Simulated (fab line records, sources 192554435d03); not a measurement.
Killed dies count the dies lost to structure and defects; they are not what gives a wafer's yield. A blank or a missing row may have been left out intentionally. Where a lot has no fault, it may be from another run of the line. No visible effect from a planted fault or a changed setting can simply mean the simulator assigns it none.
fab line records	flow n5_finfet
record: lots: 7	wafers: 39
route steps=1938 shown BEOL_M0@721 BEOL_M2@841 BEOL_M5@1174 BEOL_M7@1329 BEOL_M11@1539 BEOL_M12@1648 BEOL_M14@1751 TV_OPEN@1890
start_h: the number of hours between the record's first day and the start of the first shown wafer of the lot	wait_h: hours from the lot's prior step to this one	" unchanged from the row above	L1.1+2: a single row standing in for several wafers	- no value, or no start given	* or withheld: withheld	< > ~ a bound
route shown NAME@n: a module of which the file shows steps, and the number in the route of the first	usual: mean and standard deviation over wafers with no fault	same: alike in all rows	chamber/n: place in a boat	sites: the reading at each site	_std_site: their standard deviation	_edge_site: mean of outer sites minus mean of inner sites	radius_mm: for every site, how far away it sits from the centre of the wafer	mask NAME#n: copy n	behind: the most recent tool/chamber to have shaped the wafer	hold: the reason the lot was held/the length of the hold in hours/how it ended	device: transistor that didn't switch, given as n, p or np	end of line: the tests these same wafers got at the end of their route	where a step has no rows: the recipe by itself	killed: not the wafer's yield, but the dies lost to structure and defects at the first sort	map: a wafer's dies, x killed, . not, _ none there
set.NAME: the setting as run; set.NAME@STEP: as run at that earlier step	model.NAME: the simulator's own value behind a step, which no gauge read
one table per step and one row per wafer, for lots whose settings were changed on purpose
== steps ==
step: N5_BEOL_M0_TRENCH_ETCH_107
recipe: chemistry: C4F6/O2	target_depth_a: 328	target: SiOC	time_s: 16.4	ion_energy_ev: 250	pressure_mtorr: 30	source_w: 355	bias_w: 185	Ar_flow_sccm: 300	C4F6_flow_sccm: 10	O2_flow_sccm: 10
lot.wafer	tool	chamber	start_h	wait_h	set.target_depth_a	model.BEOL_M0.feature_depth_nm	model.TiN_of_BEOL_M0_SAQP_HM_DEP_02.thk_nm
L080.1	rie_diel-02	0	152.82	0.0	328	32.4	9.8
L080.2	"	1	"	"	328	32.6	9.4
L080.3	"	2	"	"	328	32.6	9.8
L081.1	rie_diel-04	2	163.33	0.0	499.1	50.6	8.6
L081.2	"	3	"	"	499.1	50.4	8.6
L081.3	"	1	"	"	499.1	49	8.8
L081.4	"	0	"	"	328	33.8	9.2
L081.5+6	"	2,3	"	"	328	33.2	9.4
L083.1+2+6	rie_diel-04	2,3,2	167.81	0.0	328	33.2	9.6
L083.3	"	0	"	"	433.4	44.8	9.2
L083.4	"	1	"	"	433.4	42.6	9.2
L083.5	"	3	"	"	433.4	43.8	9
L086.1	rie_diel-04	3	191.03	0.0	328	33.2	9.2
L086.2	"	0	"	"	328	33.6	9.2
L086.3	"	1	"	"	328	32	9.2
L086.4	"	2	"	"	410.7	41.2	8.8
L086.5	"	3	"	"	410.7	41.4	8.8
L086.6	"	0	"	"	410.7	42	8.8
L087.1	rie_diel-02	1	200.54	0.0	328	33	9.4
L087.2+3+6	"	3,2,2	"	"	521	51.8	8.6
L087.4	"	0	"	"	328	32.2	9.6
L087.5	"	3	"	"	328	32.6	9.4
L089.1	rie_diel-02	3	213.48	0.0	521.1	52.4	8.8
L089.2	"	0	"	"	328	32.8	9.8
L089.3	"	1	"	"	328	32.8	9.6
L089.4	"	2	"	"	521.1	52.2	8.8
L089.5	"	1	"	"	328	33	9.6
L089.6	"	2	"	"	521.1	52	8.6
L090.1	rie_diel-04	0	220.10	0.0	400.7	41.2	9.2
L090.2	"	3	"	"	400.7	40	9.4
L090.3	"	1	"	"	328	32	9.8
L090.4	"	2	"	"	328	33.4	9.6
L090.5	"	0	"	"	400.7	41	9.4
L090.6	"	3	"	"	328	33	9.6
step: N5_BEOL_M0_STRIP_142
recipe: chemistry: N2/H2	time_s: 10	power_w: 450	temp_c: 40	pressure_mtorr: 20	rf_frequency_hz: 6e+07	bias_power_w: 7	n2_flow_sccm: 200	h2_flow_sccm: 200
step: N5_BEOL_M0_OCD_MEAS_108
usual: trench_depth_nm: 32.9/0.53
lot.wafer	tool	chamber	start_h	wait_h	set.target_depth_a@BEOL_M0_TRENCH_ETCH_107	trench_depth_nm
L080.1	ocd-01	-	152.93	0.1	328	32.5
L080.2	"	-	"	"	328	32.6
L080.3	"	-	"	"	328	32.4
L081.1	ocd-01	-	163.43	0.1	499.1	50.4
L081.2	"	-	"	"	499.1	50.4
L081.3	"	-	"	"	499.1	48.6
L081.4	"	-	"	"	328	33.6
L081.5	"	-	"	"	328	33.7
L081.6	"	-	"	"	328	33.9
L083.1	ocd-01	-	167.91	0.1	328	33.2
L083.2	"	-	"	"	328	33.0
L083.3	"	-	"	"	433.4	44.7
L083.4	"	-	"	"	433.4	42.6
L083.5	"	-	"	"	433.4	44.0
L083.6	"	-	"	"	328	33.0
L086.1	ocd-01	-	191.14	0.1	328	32.8
L086.2	"	-	"	"	328	34.3
L086.3	"	-	"	"	328	32.0
L086.4	"	-	"	"	410.7	41.7
L086.5	"	-	"	"	410.7	41.3
L086.6	"	-	"	"	410.7	41.8
L087.1	ocd-01	-	200.64	0.1	328	32.6
L087.2	"	-	"	"	521	51.4
L087.3	"	-	"	"	521	51.7
L087.4	"	-	"	"	328	32.5
L087.5	"	-	"	"	328	33.4
L087.6	"	-	"	"	521	51.9
L089.1	ocd-01	-	213.58	0.1	521.1	51.9
L089.2	"	-	"	"	328	32.5
L089.3	"	-	"	"	328	32.8
L089.4	"	-	"	"	521.1	52.0
L089.5	"	-	"	"	328	32.9
L089.6	"	-	"	"	521.1	52.0
L090.1	ocd-02	-	220.20	0.1	400.7	41.2
L090.2	"	-	"	"	400.7	40.0
L090.3	"	-	"	"	328	31.7
L090.4	"	-	"	"	328	33.2
L090.5	"	-	"	"	400.7	41.2
L090.6	"	-	"	"	328	33.4
step: N5_BEOL_M2_ILD_DEP_00
recipe: material: SiOC	target_thk_a: 790	temp_c: 350	precursor: DEMS/O2	pressure_torr: 5	rf_w: 500	time_s: 15.3
lot.wafer	tool	chamber	start_h	wait_h	set.time_s	model.SiOC_of_BEOL_M2_ILD_DEP_00.thk_nm
L080.1+3	pecvd-02	1	168.86	0.0	15.3	78.2
L080.2	"	2	"	"	15.3	77.6
L081.1	pecvd-03	1	179.89	0.0	15.3	79
L081.2	"	2	"	"	21.45	109
L081.3	"	0	"	"	15.3	78.4
L081.4	"	2	"	"	15.3	79.8
L081.5	"	1	"	"	21.45	110.8
L081.6	"	0	"	"	21.45	111
L083.1+5	pecvd-02	1,0	182.81	0.0	7.912	40.6
L083.2	"	2	"	"	15.3	77.8
L083.3	"	0	"	"	7.912	39.8
L083.4	"	1	"	"	15.3	78
L083.6	"	2	"	"	15.3	80
L086.1	pecvd-03	0	205.81	0.0	15.3	78
L086.2	"	2	"	"	15.3	79
L086.3	"	1	"	"	15.3	78.8
L086.4+5	"	1,0	"	"	15.3	80.2
L086.6	"	2	"	"	15.3	79.4
L087.1	pecvd-01	0	211.68	0.0	9.597	49.2
L087.2	"	1	"	"	9.597	48.8
L087.3	"	1	"	"	15.3	79
L087.4	"	0	"	"	9.597	48.4
L087.5	"	0	"	"	15.3	78.2
L087.6	"	1	"	"	15.3	78.8
L089.1	pecvd-03	0	232.64	0.0	22.96	118
L089.2	"	2	"	"	15.3	78.8
L089.3	"	1	"	"	15.3	80
L089.4	"	1	"	"	22.96	119.6
L089.5	"	2	"	"	22.96	119.4
L089.6	"	0	"	"	15.3	82.4
L090.1	pecvd-02	1	237.34	0.0	15.3	77.8
L090.2	"	0	"	"	15.3	77.2
L090.3	"	2	"	"	24.47	125.2
L090.4	"	0	"	"	24.47	126.2
L090.5	"	2	"	"	24.47	126.6
L090.6	"	1	"	"	15.3	78.8
step: N5_BEOL_M2_THK_MEAS_01
recipe: reads: SiOC_of_BEOL_M2_ILD_DEP_00
usual: M2_ILD_THK: 79.2/1
lot.wafer	tool	chamber	start_h	wait_h	set.time_s@BEOL_M2_ILD_DEP_00	M2_ILD_THK[nm]
L080.1	film_metro-01	-	168.95	0.1	15.3	78.3
L080.2	"	-	"	"	15.3	77.7
L080.3	"	-	"	"	15.3	78.3
L081.1	film_metro-01	-	179.96	0.1	15.3	79.0
L081.2	"	-	"	"	21.45	109.1
L081.3	"	-	"	"	15.3	78.5
L081.4	"	-	"	"	15.3	79.8
L081.5	"	-	"	"	21.45	110.7
L081.6	"	-	"	"	21.45	111.0
L083.1	film_metro-01	-	182.88	0.0	7.912	40.6
L083.2	"	-	"	"	15.3	77.8
L083.3	"	-	"	"	7.912	39.7
L083.4	"	-	"	"	15.3	78.0
L083.5	"	-	"	"	7.912	40.6
L083.6	"	-	"	"	15.3	80.0
L086.1	film_metro-02	-	205.88	0.0	15.3	78.1
L086.2	"	-	"	"	15.3	78.9
L086.3	"	-	"	"	15.3	78.9
L086.4	"	-	"	"	15.3	80.1
L086.5	"	-	"	"	15.3	80.1
L086.6	"	-	"	"	15.3	79.5
L087.1	film_metro-02	-	211.77	0.1	9.597	49.2
L087.2	"	-	"	"	9.597	48.8
L087.3	"	-	"	"	15.3	79.0
L087.4	"	-	"	"	9.597	48.3
L087.5	"	-	"	"	15.3	78.1
L087.6	"	-	"	"	15.3	78.8
L089.1	film_metro-02	-	232.72	0.1	22.96	117.9
L089.2	"	-	"	"	15.3	78.9
L089.3	"	-	"	"	15.3	79.9
L089.4	"	-	"	"	22.96	119.6
L089.5	"	-	"	"	22.96	119.4
L089.6	"	-	"	"	15.3	82.3
L090.1	film_metro-02	-	237.40	0.0	15.3	77.8
L090.2	"	-	"	"	15.3	77.1
L090.3	"	-	"	"	24.47	125.2
L090.4	"	-	"	"	24.47	126.1
L090.5	"	-	"	"	24.47	126.7
L090.6	"	-	"	"	15.3	78.8
step: N5_BEOL_M5_CVD_47
recipe: material: Co	target_thk_a: 30	temp_c: withheld	precursor: CCTBA/H2	pressure_torr: 30	time_s: 216
lot.wafer	tool	chamber	start_h	wait_h	set.target_thk_a	model.Co_of_BEOL_M5_CVD_47.thk_nm
L080.1	cvd_co-02	1	210.75	0.1	30	3.2
L080.2+3	"	0,2	"	"	30	3
L081.1+2+5	cvd_co-02	2,0,1	222.18	0.0	42.78	4.2
L081.3+6	"	1,2	"	"	30	3
L081.4	"	0	"	"	30	2.8
L083.1+5	cvd_co-01	2	223.53	0.0	46.95	4.6
L083.2	"	0	"	"	46.95	4.8
L083.3+4	"	1,0	"	"	30	3
L083.6	"	1	"	"	30	2.8
L086.1+5+6	cvd_co-02	2,2,1	248.72	0.0	16.05	1.6
L086.2+3	"	0,1	"	"	30	3
L086.4	"	0	"	"	30	2.8
L087.1+5+6	cvd_co-01	2,0,2	251.06	0.3	30	2.8
L087.2+3+4	"	0,1,1	"	"	30	3
L089.1+2+4	cvd_co-02	1,0,0	270.25	0.1	30	3
L089.3+6	"	2,1	"	"	41.7	4.2
L089.5	"	2	"	"	41.7	4.4
L090.1+2	cvd_co-02	0,2	278.66	0.0	19.09	1.8
L090.3	"	1	"	"	19.09	2
L090.4+6	"	2,1	"	"	30	3
L090.5	"	0	"	"	30	2.8
step: N5_BEOL_M7_DEP_56
recipe: material: SiCN	target_thk_a: 100	temp_c: withheld	precursor: 3MS/NH3	pressure_torr: 3	rf_w: 202	time_s: 17.5
lot.wafer	tool	chamber	start_h	wait_h	set.target_thk_a	model.SiCN_of_BEOL_M7_DEP_56.thk_nm
L080.1	pecvd-01	0	229.53	0.0	100	10
L080.2	"	1	"	"	100	9.8
L080.3	"	0	"	"	100	10.2
L081.1+2+4	pecvd-01	0,2,1	241.68	0.0	62.71	6.2
L081.3	"	1	"	"	100	9.8
L081.5+6	"	0,2	"	"	100	10
L083.1	pecvd-01	2	241.95	0.0	100	9.8
L083.2+3+4+5+6	"	1,0,0,1,2	"	"	100	10
L086.1	pecvd-02	1	269.43	0.0	100	9.8
L086.2	"	0	"	"	54.38	5.2
L086.3+6	"	2,0	"	"	100	10
L086.4+5	"	1,2	"	"	54.38	5.4
L087.1	pecvd-01	1	270.95	0.0	156.2	15.6
L087.2+6	"	0,2	"	"	156.2	15.8
L087.3	"	2	"	"	100	10
L087.4+5	"	0,1	"	"	100	10.2
L089.1	pecvd-04	2	292.53	0.0	100	9.8
L089.2+3+4+5	"	0,1,1,2	"	"	100	10
L089.6	"	0	"	"	100	10.2
L090.1+5	pecvd-02	2,0	299.24	0.0	62.97	6.4
L090.2+4	"	1	"	"	100	9.8
L090.3	"	0	"	"	100	10
L090.6	"	2	"	"	62.97	6
step: N5_BEOL_M11_PECVD_70
recipe: material: SiO2	target_thk_a: 200	temp_c: 400	precursor: TEOS/O2	pressure_torr: 5.5	rf_w: 450	teos_flow_sccm: 53.8	gas: O2	flow_sccm: 3000	time_s: 22.7
lot.wafer	tool	chamber	start_h	wait_h	set.time_s	model.SiO2_of_BEOL_M11_PECVD_70.thk_nm
L080.1	pecvd-02	1	255.39	0.0	22.7	19.4
L080.2	"	2	"	"	22.7	19.8
L080.3	"	0	"	"	22.7	19.6
L081.1	pecvd-02	1	270.51	0.0	22.7	19.4
L081.2+6	"	0	"	"	22.7	19.6
L081.3+4+5	"	2,1,2	"	"	22.7	19.8
L083.1+3+4	pecvd-01	1,2,1	270.65	0.0	22.7	20
L083.2	"	0	"	"	22.7	19.8
L083.5	"	0	"	"	22.7	20.4
L083.6	"	2	"	"	22.7	20.2
L086.1+3	pecvd-02	2,1	297.70	0.0	22.7	19.6
L086.2+4	"	0,1	"	"	22.7	19.8
L086.5	"	0	"	"	22.7	20
L086.6	"	2	"	"	22.7	20.2
L087.1+3	pecvd-04	2,0	297.82	0.0	12.12	10.8
L087.2	"	1	"	"	12.12	11.2
L087.4+5	"	0,2	"	"	22.7	20.2
L087.6	"	1	"	"	22.7	20
L090.1	pecvd-04	2	317.39	0.0	22.7	20
L090.2	"	1	"	"	17.06	15.2
L090.3+6	"	0	"	"	17.06	15.4
L090.4+5	"	2,1	"	"	22.7	20.4
L089.1	pecvd-02	1	317.96	0.0	15.24	13
L089.2+5	"	0,1	"	"	22.7	19.6
L089.3	"	2	"	"	15.24	13.4
L089.4	"	0	"	"	15.24	13.2
L089.6	"	2	"	"	22.7	20
step: N5_BEOL_M11_HM_DEP_02
recipe: material: TiN	target_thk_a: 200	temp_c: 25	chamber_pressure_pa: 0.49996
step: N5_BEOL_M11_COAT_59
recipe: resist: SOC	temp_c: 250	time_s: 60	spin_rpm: 1500	resist_thk_nm: 100
step: N5_BEOL_M11_ECD_50
recipe: material: Cu	target_thk_a: 3180
step: N5_BEOL_M11_ANNEAL_51
recipe: temp_c: 225	time_s: 90	ambient: N2
step: N5_BEOL_M11_CMP_52
recipe: stop_on: SiCOH_lowk	t_overpolish_s: 7	down_force_psi: 1	platen_rpm: 50	clearing_platen_down_force_psi: 1.5	clearing_platen_rpm: 50	post_cmp_clean: cu_alkaline	target_thk_nm: 140	clearing_platen_pad_velocity_m_s: 0.99484	pad_velocity_m_s: 0.99484
usual: barrier_field_endpoint_s: 28.7/0.69
lot.wafer	tool	chamber	start_h	wait_h	set.time_s@BEOL_M11_PECVD_70	barrier_field_endpoint_s
L080.2	cmp-02	2	261.41	0.2	22.7	28.4
L080.1	"	3	"	"	22.7	27.1
L080.3	"	0	"	"	22.7	27.6
L081.2	cmp-02	1	278.62	0.4	22.7	28.0
L081.4	"	2	"	"	22.7	28.7
L081.3	"	3	"	"	22.7	28.3
L081.1	"	0	"	"	22.7	27.7
L081.6	"	1	"	"	22.7	28.0
L081.5	"	2	"	"	22.7	28.4
L083.3	cmp-02	2	279.04	0.2	22.7	29.6
L083.1	"	3	"	"	22.7	28.7
L083.2	"	0	"	"	22.7	28.7
L083.4	"	1	"	"	22.7	29.1
L083.6	"	2	"	"	22.7	28.8
L083.5	"	3	"	"	22.7	29.2
L087.1	cmp-02	2	306.30	0.3	12.12	17.9
L087.2	"	3	"	"	12.12	17.9
L087.4	"	0	"	"	22.7	29.0
L087.3	"	1	"	"	12.12	17.8
L087.6	"	2	"	"	22.7	28.9
L087.5	"	3	"	"	22.7	29.1
L086.2	cmp-04	2	306.57	0.2	22.7	27.6
L086.4	"	3	"	"	22.7	27.4
L086.3	"	0	"	"	22.7	26.9
L086.1	"	1	"	"	22.7	27.4
L086.6	"	2	"	"	22.7	28.1
L086.5	"	3	"	"	22.7	27.4
L090.2	cmp-01	2	326.37	0.2	17.06	23.3
L090.4	"	3	"	"	22.7	29.7
L090.1	"	0	"	"	22.7	28.9
L090.3	"	1	"	"	17.06	23.6
L090.5	"	2	"	"	22.7	30.3
L090.6	"	3	"	"	17.06	23.3
L089.1	cmp-04	0	327.09	0.3	15.24	20.2
L089.2	"	1	"	"	22.7	28.4
L089.4	"	2	"	"	15.24	21.0
L089.3	"	3	"	"	15.24	21.1
L089.5	"	0	"	"	22.7	28.6
L089.6	"	1	"	"	22.7	29.0
step: N5_BEOL_M12_SPUTTER_43
recipe: material: TaN	target_thk_a: 150	temp_c: 50	bias_v: 168.6	power_w: 15000	chamber_pressure_pa: 0.12	time_s: 24.19
lot.wafer	tool	chamber	start_h	wait_h	set.time_s	model.TaN_of_BEOL_M12_SPUTTER_43.thk_nm
L080.1+2+3	pvd_sputter-02	-	267.05	0.0	24.19	15
L081.1+5+6	pvd_sputter-03	-	282.71	0.0	24.19	15
L081.2+3+4	"	-	"	"	24.19	15.2
L083.1+6	pvd_sputter-02	-	283.70	0.0	24.19	14.8
L083.2+5	"	-	"	"	19.45	12
L083.3	"	-	"	"	19.45	12.2
L083.4	"	-	"	"	24.19	15
L087.1+3+4+5	pvd_sputter-01	-	309.24	0.0	24.19	15
L087.2+6	"	-	"	"	24.19	14.8
L086.1+2+5	pvd_sputter-02	-	314.54	0.0	24.19	15
L086.3+4+6	"	-	"	"	12.13	7.6
L090.1	pvd_sputter-01	-	329.95	0.0	13.6	8.4
L090.2	"	-	"	"	13.6	8.2
L090.3+5+6	"	-	"	"	24.19	14.8
L090.4	"	-	"	"	13.6	8.6
L089.1+5	pvd_sputter-01	-	330.31	0.0	24.19	14.8
L089.2	"	-	"	"	24.19	15
L089.3	"	-	"	"	17.36	10.6
L089.4+6	"	-	"	"	17.36	10.8
step: N5_BEOL_M12_SPUTTER_44
recipe: material: Ta	target_thk_a: 100	temp_c: 50	bias_v: 80	power_w: 15000	chamber_pressure_pa: 0.07	time_s: 16.13
step: N5_BEOL_M12_SPUTTER_45
recipe: material: Cu	target_thk_a: 800	temp_c: -20	bias_v: 60	power_w: 26000	chamber_pressure_pa: 0.13	time_s: 13.33
step: N5_BEOL_M12_ECD_47
recipe: material: Cu	target_thk_a: 7200
step: N5_BEOL_M12_ANNEAL_48
recipe: temp_c: 225	time_s: 90	ambient: N2
step: N5_BEOL_M12_CMP_49
recipe: stop_on: SiOC	t_overpolish_s: 20.6	down_force_psi: 1	platen_rpm: 50	clearing_platen_down_force_psi: 1.5	clearing_platen_rpm: 50	post_cmp_clean: cu_alkaline	target_thk_nm: 320	clearing_platen_pad_velocity_m_s: 0.99484	pad_velocity_m_s: 0.99484
usual: barrier_field_endpoint_s: 30.1/0.56
lot.wafer	tool	chamber	start_h	wait_h	set.time_s@BEOL_M12_SPUTTER_43	barrier_field_endpoint_s
L080.2	cmp-01	3	267.97	0.3	24.19	30.3
L080.1	"	0	"	"	24.19	30.3
L080.3	"	1	"	"	24.19	30.2
L081.3	cmp-03	1	283.46	0.2	24.19	29.7
L081.2	"	2	"	"	24.19	29.8
L081.4	"	3	"	"	24.19	31.0
L081.1	"	0	"	"	24.19	30.1
L081.5	"	1	"	"	24.19	30.1
L081.6	"	2	"	"	24.19	30.9
L083.1	cmp-01	1	284.54	0.3	24.19	29.3
L083.2	"	2	"	"	19.45	26.2
L083.4	"	3	"	"	24.19	29.2
L083.3	"	0	"	"	19.45	26.5
L083.5	"	1	"	"	19.45	26.3
L083.6	"	2	"	"	24.19	30.3
L087.2	cmp-01	0	310.13	0.2	24.19	30.2
L087.4	"	1	"	"	24.19	30.2
L087.3	"	2	"	"	24.19	31.2
L087.1	"	3	"	"	24.19	31.1
L087.6	"	0	"	"	24.19	30.1
L087.5	"	1	"	"	24.19	29.9
L086.1	cmp-01	0	315.41	0.3	24.19	29.6
L086.2	"	1	"	"	24.19	29.5
L086.3	"	2	"	"	12.13	21.4
L086.4	"	3	"	"	12.13	20.9
L086.5	"	0	"	"	24.19	29.7
L086.6	"	1	"	"	12.13	20.5
L090.2	cmp-03	1	330.67	0.2	13.6	22.7
L090.4	"	2	"	"	13.6	22.5
L090.3	"	3	"	"	24.19	30.4
L090.1	"	0	"	"	13.6	22.7
L090.6	"	1	"	"	24.19	30.4
L090.5	"	2	"	"	24.19	30.0
L089.4	cmp-03	0	331.06	0.1	17.36	25.4
L089.1	"	1	"	"	24.19	30.5
L089.3	"	2	"	"	17.36	25.0
L089.2	"	3	"	"	24.19	29.8
L089.6	"	0	"	"	17.36	25.4
L089.5	"	1	"	"	24.19	30.4
step: N5_BEOL_M14_ETCH_68
recipe: chemistry: N2/H2	target: SOC	mask_material: SiARC	source_w: 3000	bias_w: 350	temp_c: 40	time_s: 450	ion_energy_ev: 200	pressure_mtorr: 30	n2_flow_sccm: 200	h2_flow_sccm: 200
lot.wafer	tool	chamber	start_h	wait_h	set.time_s	model.SiARC_of_BEOL_M14_COAT_66.thk_nm
L080.1	rie_diel-04	0	275.88	0.1	450	64
L080.2+3	"	2,1	"	"	450	63.8
L081.1	rie_diel-04	3	292.23	0.1	450	65.2
L081.2	"	1	"	"	358.7	73.8
L081.3	"	2	"	"	358.7	73.2
L081.4	"	0	"	"	450	63.6
L081.5	"	1	"	"	450	64.6
L081.6	"	0	"	"	358.7	73.6
L083.1	rie_diel-02	0	292.65	0.1	450	66.2
L083.2	"	1	"	"	693.8	41.4
L083.3	"	2	"	"	693.8	42
L083.4	"	3	"	"	450	65.2
L083.5	"	2	"	"	450	65.4
L083.6	"	1	"	"	693.8	41.6
L087.1+4	rie_diel-01	2	319.94	0.1	450	65.4
L087.2	"	3	"	"	706.3	40
L087.3	"	1	"	"	706.3	39
L087.5	"	1	"	"	450	65.8
L087.6	"	3	"	"	706.3	40.2
L086.1	rie_diel-02	3	324.36	0.1	659.5	45.4
L086.2	"	1	"	"	659.5	45.6
L086.3	"	0	"	"	659.5	46
L086.4+5+6	"	2,0,3	"	"	450	66.4
L090.1	rie_diel-04	3	339.43	0.1	450	64.6
L090.2	"	1	"	"	450	63.8
L090.3	"	0	"	"	450	63.4
L090.4+5	"	2,0	"	"	450	64
L090.6	"	3	"	"	450	64.8
L089.1	rie_diel-04	3	341.86	0.1	181.1	91.6
L089.2	"	1	"	"	450	63.6
L089.3	"	0	"	"	450	63.4
L089.4	"	2	"	"	450	63.8
L089.5	"	3	"	"	181.1	91.8
L089.6	"	0	"	"	181.1	91.2
step: N5_PASSIVATION_ETCH_15
recipe: chemistry: CF4/N2	target: SiCN	target_depth_a: 750	taper_deg: 2	time_s: 81.2	ion_energy_ev: 150	mask_material: SiNx	pressure_mtorr: 40	source_w: 430	bias_w: 70	Ar_flow_sccm: 100	cf4_flow_sccm: 60	n2_flow_sccm: 60
lot.wafer	tool	chamber	start_h	wait_h	set.target_depth_a	model.etch.depth_nm
L080.1	rie_diel-05	0	-	-	750	63.95
L080.2	"	2	"	"	750	64.71
L080.3	"	3	"	"	750	64.27
L081.1	rie_diel-05	2	-	-	582.7	50.56
L081.2	"	0	"	"	582.7	50.04
L081.3	"	3	"	"	750	64.63
L081.4	"	1	"	"	750	67.13
L081.5	"	1	"	"	750	66.55
L081.6	"	2	"	"	582.7	50.63
L083.1	rie_diel-05	3	-	-	750	63.35
L083.2	"	1	"	"	913.9	80.94
L083.3	"	2	"	"	913.9	78.42
L083.4	"	0	"	"	913.9	77.57
L083.5	"	3	"	"	750	63.38
L083.6	"	2	"	"	750	64.78
L087.1	rie_diel-03	1	-	-	436.8	35.85
L087.2	"	0	"	"	436.8	36.37
L087.3	"	3	"	"	750	63.98
L087.4	"	2	"	"	750	64.03
L087.5	"	0	"	"	436.8	36.78
L087.6	"	1	"	"	750	62.08
L086.1	rie_diel-05	3	-	-	938.3	80.53
L086.2	"	2	"	"	750	64.59
L086.3	"	0	"	"	750	64.47
L086.4	"	1	"	"	938.3	82.81
L086.5	"	3	"	"	750	63.53
L086.6	"	0	"	"	938.3	80.74
L090.1	rie_diel-05	1	-	-	349.2	31.21
L090.2	"	2	"	"	349.2	30.34
L090.3	"	0	"	"	750	64.04
L090.4	"	3	"	"	750	64.29
L090.5	"	2	"	"	750	65.18
L090.6	"	3	"	"	349.2	29.73
L089.1	rie_diel-03	3	-	-	750	64.07
L089.2	"	2	"	"	750	63.94
L089.3	"	0	"	"	583.4	49.3
L089.4	"	1	"	"	583.4	50.92
L089.5	"	1	"	"	583.4	50.57
L089.6	"	0	"	"	750	63.5
== key ==
split: step: N5_BEOL_M0_TRENCH_ETCH_107	setting: target_depth_a	stated: 328	by: wafer
response: step: N5_BEOL_M0_TRENCH_ETCH_107	reading: model.BEOL_M0.feature_depth_nm	change: +0.327	per: 1%	r: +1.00
response: step: N5_BEOL_M0_TRENCH_ETCH_107	reading: model.TiN_of_BEOL_M0_SAQP_HM_DEP_02.thk_nm	change: -0.0147	per: 1%	r: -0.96
response: step: N5_BEOL_M0_OCD_MEAS_108	reading: trench_depth_nm	change: +0.323	per: 1%	r: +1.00
split: step: N5_BEOL_M2_ILD_DEP_00	setting: time_s	stated: 15.3	by: wafer
response: step: N5_BEOL_M2_ILD_DEP_00	reading: model.SiOC_of_BEOL_M2_ILD_DEP_00.thk_nm	change: +0.79	per: 1%	r: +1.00
response: step: N5_BEOL_M2_THK_MEAS_01	reading: M2_ILD_THK	change: +0.79	per: 1%	r: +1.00
split: step: N5_BEOL_M5_CVD_47	setting: target_thk_a	stated: 30	by: wafer
response: step: N5_BEOL_M5_CVD_47	reading: model.Co_of_BEOL_M5_CVD_47.thk_nm	change: +0.0302	per: 1%	r: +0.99
split: step: N5_BEOL_M7_DEP_56	setting: target_thk_a	stated: 100	by: wafer
response: step: N5_BEOL_M7_DEP_56	reading: model.SiCN_of_BEOL_M7_DEP_56.thk_nm	change: +0.0996	per: 1%	r: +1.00
split: step: N5_BEOL_M11_PECVD_70	setting: time_s	stated: 22.7	by: wafer
response: step: N5_BEOL_M11_PECVD_70	reading: model.SiO2_of_BEOL_M11_PECVD_70.thk_nm	change: +0.198	per: 1%	r: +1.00
response: step: N5_BEOL_M11_CMP_52	reading: barrier_field_endpoint_s	change: +0.241	per: 1%	r: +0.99
split: step: N5_BEOL_M12_SPUTTER_43	setting: time_s	stated: 24.19	by: wafer
response: step: N5_BEOL_M12_SPUTTER_43	reading: model.TaN_of_BEOL_M12_SPUTTER_43.thk_nm	change: +0.147	per: 1%	r: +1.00
response: step: N5_BEOL_M12_CMP_49	reading: barrier_field_endpoint_s	change: +0.174	per: 1%	r: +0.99
split: step: N5_BEOL_M14_ETCH_68	setting: time_s	stated: 450	by: wafer
response: step: N5_BEOL_M14_ETCH_68	reading: model.SiARC_of_BEOL_M14_COAT_66.thk_nm	change: -0.453	per: 1%	r: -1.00
split: step: N5_PASSIVATION_ETCH_15	setting: target_depth_a	stated: 750	by: wafer
response: step: N5_PASSIVATION_ETCH_15	reading: model.etch.depth_nm	change: +0.651	per: 1%	r: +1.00
